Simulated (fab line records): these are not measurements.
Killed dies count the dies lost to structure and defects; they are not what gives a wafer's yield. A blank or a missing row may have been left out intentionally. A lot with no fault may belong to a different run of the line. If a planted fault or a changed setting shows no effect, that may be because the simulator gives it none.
Chamber matching / flow n5_finfet / N5_MOL_CONTACT_COAG_CO_FILL_22 on cvd_co-01: 3 sister chambers
The step material Co, precursor CCTBA/H2, target thk 20 nm. 6 wafers are shown with their chamber, then 8 later ones without.

== WAFERS WITH THEIR CHAMBER ==
wafer=L455.6; chamber=1; heater_power_w (W)=219; susceptor_temp_C (C)=200.05
wafer=L456.6; chamber=2; heater_power_w (W)=250; susceptor_temp_C (C)=200.03
wafer=L460.3; chamber=0; heater_power_w (W)=229; susceptor_temp_C (C)=199.90
wafer=L460.4; chamber=0; heater_power_w (W)=222; susceptor_temp_C (C)=199.94
wafer=L460.5; chamber=1; heater_power_w (W)=216; susceptor_temp_C (C)=200.02
wafer=L464.2; chamber=2; heater_power_w (W)=252; susceptor_temp_C (C)=200.13

== WAFERS WHOSE CHAMBER IS MISSING ==
wafer=L464.3; heater_power_w (W)=228; susceptor_temp_C (C)=200.17
wafer=L464.4; heater_power_w (W)=257; susceptor_temp_C (C)=199.85
wafer=L468.1; heater_power_w (W)=217; susceptor_temp_C (C)=200.27
wafer=L468.4; heater_power_w (W)=219; susceptor_temp_C (C)=200.30
wafer=L468.5; heater_power_w (W)=227; susceptor_temp_C (C)=200.03
wafer=L471.3; heater_power_w (W)=225; susceptor_temp_C (C)=199.95
wafer=L471.5; heater_power_w (W)=222; susceptor_temp_C (C)=200.32
wafer=L471.6; heater_power_w (W)=248; susceptor_temp_C (C)=200.03

== EACH ONE'S CHAMBER ==
wafer=L464.3; from the rows above=can't be placed: 1 or 0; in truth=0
wafer=L464.4; from the rows above=2; in truth=2
wafer=L468.1; from the rows above=1; in truth=1
wafer=L468.4; from the rows above=1; in truth=1
wafer=L468.5; from the rows above=can't be placed: 0 or 1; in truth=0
wafer=L471.3; from the rows above=0; in truth=0
wafer=L471.5; from the rows above=1; in truth=1
wafer=L471.6; from the rows above=2; in truth=2
Correctly placed: 6 of 8. These rows do not allow placing 2 (true chamber among the candidates in 2). Wrongly placed: 0.
How it was worked out, from the rows above alone: a wafer's distance from a chamber is the root of the sum, over the readings, of the square of ((its reading less the chamber's mean) divided by the reading's scatter). The wafer belongs to the nearest chamber; if the next one is less than 2 further off, it can't be placed. The mean given for a chamber averages the wafers shown for that chamber. The scatter is the square root of a quotient: the sum, over the shown wafers, of each reading's squared deviation from its chamber's mean, divided by wafers minus chambers.
